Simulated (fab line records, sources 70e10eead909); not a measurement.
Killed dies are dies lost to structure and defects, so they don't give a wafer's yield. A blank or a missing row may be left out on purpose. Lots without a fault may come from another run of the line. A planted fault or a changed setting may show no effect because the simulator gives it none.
Which tool did it? | flow nand_harc | 15 lots, 45 wafers sampled, at 2 steps of a route of 1159

WHAT THE GAUGES READ, wafer by wafer
NHARC_THIN_TSV_CD_MEAS_12: target cd 1000 nm.
lot  | measured     | on        | cd_nm (nm)
L122 | day 19 01:01 | cd_sem-01 | 997.8 1001.9 1000.9
L124 | day 19 09:25 | cd_sem-03 | 1003.2 998.8 1000.8
L125 | day 19 11:57 | cd_sem-01 | 998.4 999.5 1000.3
L128 | day 20 09:26 | cd_sem-03 | 998.5 1001.1 998.8
L134 | day 21 06:38 | cd_sem-02 | 1001.9 1001.8 1000.0
L136 | day 21 07:41 | cd_sem-01 | 1000.4 1002.1 1001.3
L133 | day 21 11:03 | cd_sem-02 | 999.4 999.7 998.5
L135 | day 21 18:08 | cd_sem-01 | 1001.0 1003.3 1000.8
L137 | day 22 09:10 | cd_sem-03 | 997.6 1000.4 996.9
L138 | day 22 21:20 | cd_sem-01 | 999.7 999.8 999.0
L139 | day 22 22:34 | cd_sem-02 | 999.6 999.9 1000.2
L141 | day 22 23:53 | cd_sem-01 | 999.9 998.9 999.4
L142 | day 23 03:37 | cd_sem-03 | 998.0 999.4 1001.3
L144 | day 23 18:59 | cd_sem-03 | 1000.6 997.5 1001.2
L145 | day 25 02:01 | cd_sem-01 | 997.2 999.7 1001.4

WHICH TOOL RAN EACH LOT (tool, then ch and the chambers of the sampled wafers, then the start)
lot  | NHARC_A_BONDPAD_ETCH_34
L122 | rie_diel-02 ch 1,2,3, day 18 08:03
L124 | rie_diel-02 ch 1,3, day 18 18:28
L125 | rie_diel-11 ch 1,2,3, day 18 18:49
L128 | rie_diel-02 ch 2,3, day 19 16:01
L134 | rie_diel-02 ch 1,2,3, day 20 13:19
L136 | rie_diel-02 ch 0,2,3, day 20 13:41
L133 | rie_diel-02 ch 0,1,2, day 20 19:35
L135 | rie_diel-02 ch 0,1,2, day 21 01:20
L137 | rie_diel-08 ch 2,3, day 21 09:52
L138 | rie_diel-02 ch 0,1,2, day 21 23:44
L139 | rie_diel-08 ch 0,1,3, day 22 04:12
L141 | rie_diel-11 ch 0,2,3, day 22 06:22
L142 | rie_diel-08 ch 0,1,3, day 22 11:53
L144 | rie_diel-02 ch 0,1,2, day 23 03:19
L145 | rie_diel-08 ch 1,2,3, day 24 11:01
- NHARC_A_BONDPAD_ETCH_34: etches the open film in N2/H2, target depth 60 nm, overetch 18 nm, time 65.91 s.

WHAT THE TOOLS THEMSELVES READ (means of the sampled wafers that have a number; where no wafer has one, the mark that the record gives instead)
NHARC_A_BONDPAD_ETCH_34.
lot  | tool        | drypump_motor_current_A (A) | oes_product_au (a.u.) | rf_fwd_power_W (W) | rf_vpp_V (V) | showerhead_plenum_p_Torr (Torr) | throttle_valve_pct (%)
L122 | rie_diel-02 | 6.0                         | 1.010                 | 395.0              | 430.8        | 2.04                            | 14.173
L124 | rie_diel-02 | 6.2                         | 1.016                 | 396.4              | 429.7        | 2.00                            | 14.174
L125 | rie_diel-11 | 6.0                         | 1.010                 | 396.2              | 431.1        | 2.05                            | 14.173
L128 | rie_diel-02 | 6.2                         | 1.018                 | 396.5              | 426.9        | 1.94                            | 14.170
L134 | rie_diel-02 | 6.0                         | 1.000                 | 397.0              | 430.5        | 2.03                            | 14.168
L136 | rie_diel-02 | 6.4                         | 0.996                 | 396.8              | 428.1        | 1.96                            | 14.177
L133 | rie_diel-02 | 6.2                         | 0.994                 | 394.7              | 431.1        | 2.05                            | 14.176
L135 | rie_diel-02 | 6.2                         | 0.993                 | 395.9              | 431.2        | 2.05                            | 14.171
L137 | rie_diel-08 | 5.7                         | 1.000                 | 394.5              | 430.1        | 2.01                            | 14.174
L138 | rie_diel-02 | 6.2                         | 1.002                 | 395.3              | 430.3        | 2.05                            | 14.174
L139 | rie_diel-08 | 6.1                         | 0.997                 | 395.3              | 428.3        | 1.97                            | 14.173
L141 | rie_diel-11 | 5.8                         | 0.998                 | 396.1              | 431.6        | 2.04                            | 14.174
L142 | rie_diel-08 | 6.1                         | 1.002                 | 395.6              | 429.3        | 1.97                            | 14.175
L144 | rie_diel-02 | 6.2                         | 1.003                 | 396.5              | 430.3        | 2.05                            | 14.169
L145 | rie_diel-08 | 5.9                         | 1.002                 | 395.7              | 428.5        | 1.97                            | 14.172

THE ANSWER, worked out from the rows above alone
Rule: what is usual is taken from the lots themselves. Put in order of their means at a reading, lots are off if they are a third of the lots or fewer, leave a main group of 4 or more, and stand apart from it by a gap of 3 or more times the standard deviation of the main group's means; of several such gaps the widest counts. A main group whose means are all the same, to the digits that the tables above print for the reading, isn't used. A lot without any number at a reading at which 4 lots or more have one is off too. The other lots that the step has rows for count as sound. The gauges are gone through in route order, then the tools' own readings, and for those a lot's mean is taken as printed above. The first step at which some lot is off is used, and at that step the reading that is off furthest; a lot without a number counts as furthest.
No lot is off at any reading shown: from this, nothing can be told.

WHAT THE SIMULATOR HAD PUT IN
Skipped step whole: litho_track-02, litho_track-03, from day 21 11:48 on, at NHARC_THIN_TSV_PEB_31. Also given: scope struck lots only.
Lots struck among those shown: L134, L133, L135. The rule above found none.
